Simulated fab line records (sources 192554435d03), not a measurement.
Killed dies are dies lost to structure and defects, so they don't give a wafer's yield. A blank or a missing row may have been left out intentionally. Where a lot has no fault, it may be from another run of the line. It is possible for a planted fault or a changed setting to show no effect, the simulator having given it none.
A struck lot beside a sound one | flow n5-finfet | 16 out of 1938 route steps
Sound: these wafers, L839.3, L839.5, L839.6. Wafers struck: L847.1, L847.2, L847.5. The cause is given at the end.
Each step with rows lists, per side, the tool, then ch with its chambers, then its first start. Under that, the readings that differ: sound wafers | struck wafers | difference of the means | sigmas: that difference in standard deviations of wafers without a fault.
alike: readings with means less than 2 such deviations apart, plus words and numbers identical on both sides. not compared: withheld readings, readings lacking a value on some wafer, bounds such as >300 that could conceal the same value, and numbers that have no deviation in the record and whose values overlap.
The two part at a step that has a row with sigmas, a row that says differs or no value, or rows on one side only. Non-overlapping numbers with no deviation appear without sigmas and do not part them. A reading that every wafer of one side lacks parts them only if that side has two wafers or more.

first, 3 steps without rows for these wafers: N5_BEOL_M1_SURFACE_TREAT_85; N5_BEOL_M1_CVD_47 (deposits Co from CCTBA/H2, target thk 3 nm, time 223.8 s); N5_BEOL_M1_SPUTTER_48 (material Cu, target thk 4.5 nm, time 8.29 s).
N5_BEOL_M1_ANNEAL_49: time 240 s.
  sound on pvd-sputter-01 at day 9 07:49; struck on pvd-sputter-02 at day 11 13:14
  alike: heater-power-w
then, 2 steps without rows for these wafers: N5_BEOL_M1_SPUTTER_79 (material Cu, target thk 4.5 nm, time 8.29 s); N5_BEOL_M1_ANNEAL_80 (time 240 s).
N5_BEOL_M1_SPUTTER_81: material Cu, target thk 4.5 nm, time 8.29 s.
  sound on pvd-sputter-01 at day 9 08:11; struck on pvd-sputter-02 at day 11 13:35
  alike: chamber-pressure-pa, throttle-valve-pct
then, 1 step without rows for these wafers: N5_BEOL_M1_ANNEAL_82 (time 240 s).
N5_BEOL_M1_SPUTTER_86: material Cu, target thk 4.5 nm, time 8.29 s.
  sound on pvd-sputter-01 at day 9 08:24; struck on pvd-sputter-02 at day 11 13:49
  alike: chamber-pressure-pa, throttle-valve-pct
N5_BEOL_M1_ANNEAL_87: time 240 s.
  sound on pvd-sputter-01 at day 9 08:29; struck on pvd-sputter-02 at day 11 13:53
  alike: heater-power-w
then, 2 steps without rows for these wafers: N5_BEOL_M1_SPUTTER_88 (material Cu, target thk 4.5 nm, time 8.29 s); N5_BEOL_M1_ANNEAL_89 (time 240 s).
N5_BEOL_M1_SPUTTER_90: material Cu, target thk 4.5 nm, time 8.29 s.
  sound on pvd-sputter-01 at day 9 08:50; struck on pvd-sputter-02 at day 11 14:15
  reading                  | sound                   | struck                 | difference | sigmas
  chamber-pressure-pa (Pa) | 0.07004 0.06994 0.06984 | 0.07479 0.07443 0.0746 | +0.00467   | +36
  alike: throttle-valve-pct
N5_BEOL_M1_ANNEAL_91: time 240 s.
  sound on pvd-sputter-01 at day 9 08:55; struck on pvd-sputter-02 at day 11 14:20
  alike: heater-power-w
N5_BEOL_M4_RC_MEAS_101:
  sound on prober-01 ch 0, day 10 21:04; struck on prober-01 ch 0, day 13 01:11
  reading       | sound          | struck         | difference | sigmas
  SS_P (mV/dec) | 74.0 73.3 74.0 | 72.3 72.6 73.0 | -1.1       | -2
  alike: DIBL_N, DIBL_P, IOFF_N, IOFF_P, ION_N, ION_P, SS_N, VT_N, VT_P
then, 1 step without rows for these wafers: N5_PASSIVATION_PROBE_49.

## WHERE THEY PART
At N5_BEOL_M1_SPUTTER_90 first; at N5_BEOL_M4_RC_MEAS_101 last (within this record only).

WHY: what had been put in by the simulator
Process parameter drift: pvd-sputter-02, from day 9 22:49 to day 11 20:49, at N5_BEOL_M1_SPUTTER_90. Setting chamber-pressure-pa shifted by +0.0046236 from 0.07. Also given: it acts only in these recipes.
